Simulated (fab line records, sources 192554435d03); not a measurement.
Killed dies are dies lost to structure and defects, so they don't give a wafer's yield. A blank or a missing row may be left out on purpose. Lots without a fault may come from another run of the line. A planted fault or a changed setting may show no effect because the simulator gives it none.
Which tool did it? | flow n5_finfet | 10 lots, 29 wafers sampled, at 6 steps of a route of 1938

WHAT THE GAUGES READ, wafer by wafer
N5_SDB_INSPECT_36: inspects for defects (darkfield).
lot  | measured    | on                | raw_defect_count
L725 | day 4 21:29 | defect_inspect-02 | 33 54 42
L726 | day 5 04:10 | defect_inspect-01 | 34 28 59
L727 | day 5 08:30 | defect_inspect-01 | 35 23 18
L728 | day 5 16:05 | defect_inspect-02 | 25 34 62
L729 | day 5 21:01 | defect_inspect-01 | 45 43 27
L731 | day 6 10:32 | defect_inspect-01 | 16 17 36
L739 | day 8 19:22 | defect_inspect-01 | 40 42 17
L741 | day 9 02:01 | defect_inspect-01 | 29 24 17
L742 | day 9 05:08 | defect_inspect-01 | 113 54 27
L744 | day 9 21:59 | defect_inspect-01 | 40 40

N5_DUMMY_REMOVAL_INSPECT_06: inspects for defects (brightfield).
lot  | measured    | on                | raw_defect_count
L725 | day 4 21:43 | defect_inspect-02 | 18 7 7
L726 | day 5 04:24 | defect_inspect-01 | 20 13 24
L727 | day 5 08:44 | defect_inspect-02 | 17 6 8
L728 | day 5 16:22 | defect_inspect-01 | 10 17 21
L729 | day 5 21:15 | defect_inspect-02 | 7 11 2
L731 | day 6 10:46 | defect_inspect-01 | 10 6 15
L739 | day 8 20:10 | defect_inspect-01 | 10 14 12
L741 | day 9 02:16 | defect_inspect-01 | 11 20 8
L742 | day 9 05:46 | defect_inspect-02 | 10 19 6
L744 | day 9 22:40 | defect_inspect-02 | 8 15

N5_HKMG_FIN_CD_MEAS_49: target cd 202 nm.
lot  | measured     | on        | cd_nm (nm)
L725 | day 4 22:54  | cd_sem-01 | 201.7 201.5 200.9
L726 | day 5 05:43  | cd_sem-02 | 201.8 202.5 203.0
L727 | day 5 10:11  | cd_sem-02 | 202.5 203.1 202.4
L728 | day 5 17:34  | cd_sem-02 | 202.4 202.3 203.3
L729 | day 5 22:37  | cd_sem-02 | 200.3 201.2 200.4
L731 | day 6 12:08  | cd_sem-02 | 202.6 203.0 203.4
L739 | day 8 21:22  | cd_sem-02 | 202.0 202.2 201.2
L741 | day 9 03:34  | cd_sem-02 | 201.3 201.5 202.1
L742 | day 9 07:57  | cd_sem-01 | 202.6 202.0 202.5
L744 | day 10 00:02 | cd_sem-01 | 202.8 201.6

N5_HKMG_FIN_INSPECT_61: inspects for defects (macro).
lot  | measured     | on                | raw_defect_count
L725 | day 4 22:57  | defect_inspect-02 | 1 1 4
L726 | day 5 05:46  | defect_inspect-02 | 1 1 4
L727 | day 5 10:14  | defect_inspect-02 | 1 1 1
L728 | day 5 17:38  | defect_inspect-02 | 3 4 1
L729 | day 5 22:40  | defect_inspect-02 | 3 2 2
L731 | day 6 12:11  | defect_inspect-02 | 4 1 1
L739 | day 8 21:25  | defect_inspect-01 | 0 1 2
L741 | day 9 03:37  | defect_inspect-02 | 296 >300 299
L742 | day 9 08:00  | defect_inspect-02 | >300 287 >300
L744 | day 10 00:06 | defect_inspect-02 | 2 1

N5_BEOL_M4_RC_MEAS_101.
lot  | measured     | on        | DIBL_N (mV/V)  | DIBL_P (mV/V)  | IOFF_N (nA/um) | IOFF_P (nA/um) | ION_N (uA/um) | ION_P (uA/um) | SS_N (mV/dec)  | SS_P (mV/dec)  | VT_N (mV)   | VT_P (mV)
L725 | day 14 04:38 | prober-01 | 33.3 34.9 34.7 | 32.8 34.0 33.7 | 0.11 0.13 0.12 | 0.16 0.17 0.18 | 662 662 667   | 455 452 458   | 71.1 71.9 71.4 | 72.4 72.8 73.2 | 254 253 253 | -253 -253 -254
L726 | day 15 17:04 | prober-01 | 35.7 34.6 37.6 | 34.5 32.7 36.9 | 0.15 0.13 0.18 | 0.21 0.18 0.25 | 672 667 672   | 464 461 468   | 71.4 71.2 71.8 | 72.7 72.6 73.6 | 247 252 249 | -250 -251 -246
L727 | day 16 00:29 | prober-02 | 36.1 38.3 38.4 | 32.6 34.5 35.5 | 0.14 0.16 0.17 | 0.18 0.21 0.22 | 660 658 670   | 455 450 461   | 72.3 72.0 72.3 | 73.0 73.9 73.8 | 251 249 246 | -251 -250 -249
L728 | day 17 03:42 | prober-01 | 34.6 34.2 33.9 | 34.7 34.0 34.0 | 0.12 0.12 0.12 | 0.17 0.17 0.17 | 643 657 644   | 449 455 451   | 70.8 70.2 70.4 | 71.9 72.0 72.1 | 258 255 256 | -252 -253 -254
L729 | day 17 06:56 | prober-01 | 36.9 35.9 35.8 | 37.6 36.5 36.0 | 0.16 0.14 0.15 | 0.21 0.19 0.19 | 680 666 677   | 470 454 464   | 71.3 71.4 71.4 | 73.9 73.9 73.5 | 251 252 252 | -251 -253 -252
L731 | day 14 20:29 | prober-01 | 34.4 33.6 34.4 | 34.3 33.3 34.1 | 0.13 0.11 0.13 | 0.19 0.17 0.18 | 660 649 650   | 462 458 454   | 70.7 70.8 70.7 | 73.0 72.6 72.7 | 252 255 252 | -249 -253 -253
L739 | day 19 03:45 | prober-02 | 34.3 36.0 39.0 | 35.4 37.6 40.7 | 0.14 0.17 0.25 | 0.18 0.20 0.27 | 674 679 691   | 463 462 467   | 70.5 71.3 72.0 | 72.9 73.1 73.1 | 250 246 243 | -254 -251 -249
L741 | day 20 04:14 | prober-01 | 38.2 37.8 35.0 | 37.8 36.4 33.0 | 0.17 0.16 0.11 | 0.23 0.20 0.16 | 669 659 663   | 455 456 457   | 72.1 72.2 71.0 | 73.5 74.3 72.4 | 249 248 254 | -248 -253 -254
L742 | day 19 04:35 | prober-01 | 37.5 35.8 38.9 | 36.4 35.5 38.6 | 0.16 0.14 0.19 | 0.21 0.20 0.24 | 662 659 670   | 455 462 460   | 71.3 70.8 71.8 | 73.1 73.3 73.6 | 249 252 248 | -249 -251 -247
L744 | day 20 12:02 | prober-01 | 38.3 38.3      | 39.7 39.2      | 0.23 0.22      | 0.28 0.27      | 708 685       | 480 465       | 71.9 71.4      | 73.8 74.4      | 243 244     | -245 -244

WHICH TOOL RAN EACH LOT (tool, then ch and the chambers of the sampled wafers, then the start)
lot  | N5_HKMG_FIN_ALD_75
L725 | ald_hk-02 ch 2,3, day 4 22:34
L726 | ald_hk-03 ch 0,2,3, day 5 05:15
L727 | ald_hk-01 ch 0,1,3, day 5 09:50
L728 | ald_hk-01 ch 1,2,3, day 5 17:14
L729 | ald_hk-02 ch 0,3, day 5 22:08
L731 | ald_hk-01 ch 0,1,2, day 6 11:40
L739 | ald_hk-02 ch 0,2,3, day 8 21:01
L741 | ald_hk-02 ch 0,3, day 9 03:06
L742 | ald_hk-02 ch 0,1, day 9 07:29
L744 | ald_hk-03 ch 0,2, day 9 23:42
- N5_HKMG_FIN_ALD_75: deposits Al2O3, target thk 1 nm, co reactant pulse time 1 s.

WHAT THE TOOLS THEMSELVES READ (means of the sampled wafers that have a number; where no wafer has one, the mark that the record gives instead)
N5_HKMG_FIN_ALD_75.
lot  | tool      | heater_power_w (W) | precursor_pulse_height_rel
L725 | ald_hk-02 | 153                | 0.991
L726 | ald_hk-03 | 148                | 1.006
L727 | ald_hk-01 | 146                | 1.008
L728 | ald_hk-01 | 144                | 0.993
L729 | ald_hk-02 | 139                | 1.006
L731 | ald_hk-01 | 132                | 1.008
L739 | ald_hk-02 | 146                | 1.000
L741 | ald_hk-02 | 141                | 1.018
L742 | ald_hk-02 | 142                | 0.998
L744 | ald_hk-03 | 153                | 0.992

THE ANSWER, worked out from the rows above alone
Rule: what is usual is taken from the lots themselves. Put in order of their means at a reading, lots are off if they are a third of the lots or fewer, leave a main group of 4 or more, and stand apart from it by a gap of 3 or more times the standard deviation of the main group's means; of several such gaps the widest counts. A main group whose means are all the same, to the digits that the tables above print for the reading, isn't used. A lot without any number at a reading at which 4 lots or more have one is off too. The other lots that the step has rows for count as sound. The gauges are gone through in route order, then the tools' own readings, and for those a lot's mean is taken as printed above. The first step at which some lot is off is used, and at that step the reading that is off furthest; a lot without a number counts as furthest.
Off: L741, L742, at N5_HKMG_FIN_INSPECT_61 (raw_defect_count). The main group: mean 1.8, standard deviation 0.56.
A tool fits if, at a process step before that reading, it ran every lot that is off, and no sound lot after the first of them. The gauges at N5_HKMG_FIN_INSPECT_61 are tried like those tools. One fits: ald_hk-02 at N5_HKMG_FIN_ALD_75. Its last sound lot is L739 (day 8 21:01), its first lot that is off L741 (day 9 03:06): a fault that began between those two fits.

WHAT THE SIMULATOR HAD PUT IN
Chamber particle source: ald_hk-02, from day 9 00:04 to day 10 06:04, at N5_HKMG_FIN_ALD_75. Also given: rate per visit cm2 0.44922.
Lots struck among those shown: L741, L742. The rule above found the same.
